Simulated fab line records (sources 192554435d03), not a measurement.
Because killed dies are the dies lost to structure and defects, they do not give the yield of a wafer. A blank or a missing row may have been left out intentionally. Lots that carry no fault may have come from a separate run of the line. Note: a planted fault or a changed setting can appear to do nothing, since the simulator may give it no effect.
Chamber matching + flow n5 finfet + 3 sister chambers for N5_BEOL_M0_DEP_125 on pecvd-02
The step deposits SiCN from 3MS/NH3, target thk 8 nm, time 14 s. 22 wafers are shown with their chamber, then 11 later ones without.

== EACH WAFER AND ITS CHAMBER ==
| wafer  | chamber | throttle valve pct (%) | showerhead plenum p Torr (Torr) |
|--------|---------|------------------------|---------------------------------|
| L075.2 | 1       | 8.9                    | 3.668                           |
| L075.3 | 2       | 8.4                    | 3.655                           |
| L075.5 | 1       | 8.6                    | 3.676                           |
| L077.3 | 0       | 9.9                    | 3.659                           |
| L077.5 | 0       | 9.8                    | 3.668                           |
| L077.6 | 2       | 8.5                    | 3.651                           |
| L080.1 | 0       | 9.8                    | 3.648                           |
| L080.2 | 1       | 8.6                    | 3.672                           |
| L080.6 | 0       | 9.5                    | 3.652                           |
| L082.4 | 2       | 8.2                    | 3.659                           |
| L082.5 | 0       | 9.7                    | 3.658                           |
| L082.6 | 1       | 8.7                    | 3.665                           |
| L083.2 | 0       | 9.7                    | 3.661                           |
| L083.3 | 2       | 8.4                    | 3.653                           |
| L083.5 | 0       | 9.7                    | 3.649                           |
| L084.1 | 1       | 8.9                    | 3.663                           |
| L084.4 | 0       | 9.7                    | 3.660                           |
| L084.6 | 1       | 8.7                    | 3.668                           |
| L088.2 | 2       | 8.5                    | 3.641                           |
| L088.5 | 0       | 9.9                    | 3.657                           |
| L088.6 | 1       | 8.6                    | 3.671                           |
| L091.3 | 1       | 8.8                    | 3.681                           |

SIGNATURES (averages over the wafers above)
| reading                  | chamber 0 | chamber 1 | chamber 2 | scatter within a chamber |
|--------------------------|-----------|-----------|-----------|--------------------------|
| throttle valve pct       | 9.744     | 8.725     | 8.400     | 0.125                    |
| showerhead plenum p Torr | 3.65689   | 3.67050   | 3.65180   | 0.00626                  |
Rule: a wafer lies at a distance from a chamber equal to the root of the sum of squares, over the readings, of (its reading less the chamber's mean, divided by the reading's scatter). The wafer belongs to the nearest chamber; if the next one is less than 2 further off, it can't be placed. The scatter: take each reading less its chamber's mean, square it, sum over the shown wafers, divide by the number of wafers less the number of chambers, and take the root.

== WAFERS WITHOUT THEIR CHAMBER ==
| wafer  | throttle valve pct (%) | showerhead plenum p Torr (Torr) |
|--------|------------------------|---------------------------------|
| L091.4 | 9.7                    | 3.662                           |
| L091.6 | 8.5                    | 3.654                           |
| L090.2 | 9.7                    | 3.655                           |
| L090.3 | 9.0                    | 3.679                           |
| L090.4 | 8.9                    | 3.666                           |
| L094.1 | 9.0                    | 3.671                           |
| L094.2 | 8.3                    | 3.649                           |
| L094.3 | 9.6                    | 3.661                           |
| L095.1 | 8.7                    | 3.663                           |
| L095.4 | 8.4                    | 3.661                           |
| L095.5 | 8.7                    | 3.665                           |

== WHICH CHAMBER EACH WENT THROUGH ==
| wafer  | from the rows above     | in truth |
|--------|-------------------------|----------|
| L091.4 | 0                       | 0        |
| L091.6 | 2                       | 2        |
| L090.2 | 0                       | 0        |
| L090.3 | 1                       | 1        |
| L090.4 | 1                       | 1        |
| L094.1 | 1                       | 1        |
| L094.2 | 2                       | 2        |
| L094.3 | 0                       | 0        |
| L095.1 | can't be placed: 1 or 2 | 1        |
| L095.4 | can't be placed: 2 or 1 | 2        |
| L095.5 | 1                       | 1        |
Placed correctly: 9 of 11. Cannot be placed on the basis of these rows: 2; the candidates contain the true chamber in 2. Number placed wrongly: 0.
